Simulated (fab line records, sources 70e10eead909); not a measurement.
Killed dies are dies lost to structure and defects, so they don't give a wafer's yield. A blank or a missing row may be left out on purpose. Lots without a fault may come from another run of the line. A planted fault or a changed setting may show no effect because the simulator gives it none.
Chamber matching | flow nand_harc | NHARC_A_BLC_STRIP_21 on rie_diel-13: 4 sister chambers
The step strips in O2. 8 wafers are shown with their chamber, then 9 later ones without.

WAFERS WITH THEIR CHAMBER
wafer  | chamber | showerhead_plenum_p_Torr (Torr) | drypump_motor_current_A (A)
L075.5 | 3       | 3.43                            | 5.1
L083.5 | 1       | 3.74                            | 5.5
L082.2 | 0       | 3.73                            | 5.4
L082.4 | 2       | 3.72                            | 6.6
L082.6 | 0       | 3.73                            | 5.4
L086.1 | 1       | 3.74                            | 5.5
L086.2 | 3       | 3.42                            | 5.1
L086.4 | 2       | 3.72                            | 6.5

WAFERS WITHOUT THEIR CHAMBER
wafer  | showerhead_plenum_p_Torr (Torr) | drypump_motor_current_A (A)
L087.2 | 3.74                            | 5.5
L087.3 | 3.73                            | 5.5
L087.6 | 3.72                            | 6.5
L092.1 | 3.73                            | 5.5
L092.4 | 3.71                            | 6.5
L092.6 | 3.42                            | 5.1
L093.2 | 3.42                            | 5.1
L093.3 | 3.74                            | 5.5
L093.6 | 3.73                            | 5.4

WHICH CHAMBER EACH WENT THROUGH
wafer  | from the rows above     | in truth
L087.2 | 1                       | 1
L087.3 | can't be placed: 0 or 1 | 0
L087.6 | 2                       | 2
L092.1 | can't be placed: 0 or 1 | 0
L092.4 | 2                       | 2
L092.6 | 3                       | 3
L093.2 | 3                       | 3
L093.3 | 1                       | 1
L093.6 | 0                       | 0
Placed correctly: 7 of 9. Can't be placed from these rows: 2 (the true chamber is among the candidates in 2). Placed wrongly: 0.
How it was worked out, from the rows above alone: a wafer's distance from a chamber is the root of the sum, over the readings, of the square of ((its reading less the chamber's mean) divided by the reading's scatter). The wafer belongs to the nearest chamber; if the next one is less than 2 further off, it can't be placed. A chamber's mean is the mean of its shown wafers. The scatter: the root of (the sum of the squares of (reading less its chamber's mean) over the shown wafers, divided by (wafers less chambers)).
